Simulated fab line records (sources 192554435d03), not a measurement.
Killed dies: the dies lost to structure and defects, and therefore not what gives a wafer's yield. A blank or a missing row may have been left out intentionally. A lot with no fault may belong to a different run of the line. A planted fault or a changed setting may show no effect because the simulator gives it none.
Which tool is to blame? :: flow n5 finfet :: 9 lots with 25 wafers sampled at 2 steps, on a route of 1938 steps

## WHAT EACH GAUGE READ, for each wafer
N5_BEOL_M2_OVL_MEAS_29.
lot: L300
measured: day 6 12:57
on: overlay-02
V1_OVL (nm): 1.6 2.2 1.4

lot: L304
measured: day 7 17:29
on: overlay-02
V1_OVL (nm): -0.7 -0.4 0.3

lot: L305
measured: day 7 18:08
on: overlay-02
V1_OVL (nm): -0.8 -0.5 -1.1

lot: L307
measured: day 8 03:31
on: overlay-01
V1_OVL (nm): -0.1 -0.9 -0.1

lot: L308
measured: day 8 18:50
on: overlay-02
V1_OVL (nm): 1.4 0.5 -0.5

lot: L310
measured: day 9 05:16
on: overlay-02
V1_OVL (nm): 0.3 0.4 -0.5

lot: L316
measured: day 10 11:02
on: overlay-02
V1_OVL (nm): -0.1 0.0

lot: L317
measured: day 10 23:35
on: overlay-02
V1_OVL (nm): -0.5 0.4

lot: L320
measured: day 11 08:54
on: overlay-02
V1_OVL (nm): 1.1 0.8 1.2

## TOOL THAT RAN EACH LOT (tool first, then ch and the chambers of the sampled wafers, then the start)
lot: L300
N5_BEOL_M2_DESCUM_16: rie diel-04 ch 0,1,3, day 6 12:10

lot: L304
N5_BEOL_M2_DESCUM_16: rie diel-06 ch 0,3, day 7 16:34

lot: L305
N5_BEOL_M2_DESCUM_16: rie diel-02 ch 0,1,3, day 7 17:14

lot: L307
N5_BEOL_M2_DESCUM_16: rie diel-06 ch 0,1, day 8 02:36

lot: L308
N5_BEOL_M2_DESCUM_16: rie diel-06 ch 1,2, day 8 17:55

lot: L310
N5_BEOL_M2_DESCUM_16: rie diel-04 ch 1,2,3, day 9 04:21

lot: L316
N5_BEOL_M2_DESCUM_16: rie diel-06 ch 2,3, day 10 10:14

lot: L317
N5_BEOL_M2_DESCUM_16: rie diel-02 ch 2,3, day 10 22:40

lot: L320
N5_BEOL_M2_DESCUM_16: rie diel-02 ch 1,3, day 11 08:01
- N5_BEOL_M2_DESCUM_16: chemistry O2, time 7 s.

## THE ANSWER, worked out from the rows above alone
Rule: the lots themselves supply what counts as usual. Put in order of their means at a reading, lots are off if they are a third of the lots or fewer, leave a main group of 4 or more, and stand apart from it by a gap of 3 or more times the standard deviation of the main group's means; of several such gaps the widest counts. A main group whose means are all the same, to the digits that the tables above print for the reading, isn't used. A lot without any number at a reading at which 4 lots or more have one is off too. Any other lot the step has rows for is counted as sound.
None of the lots is off at any reading shown; this tells nothing.

## WHAT THE SIMULATOR HAD INSERTED
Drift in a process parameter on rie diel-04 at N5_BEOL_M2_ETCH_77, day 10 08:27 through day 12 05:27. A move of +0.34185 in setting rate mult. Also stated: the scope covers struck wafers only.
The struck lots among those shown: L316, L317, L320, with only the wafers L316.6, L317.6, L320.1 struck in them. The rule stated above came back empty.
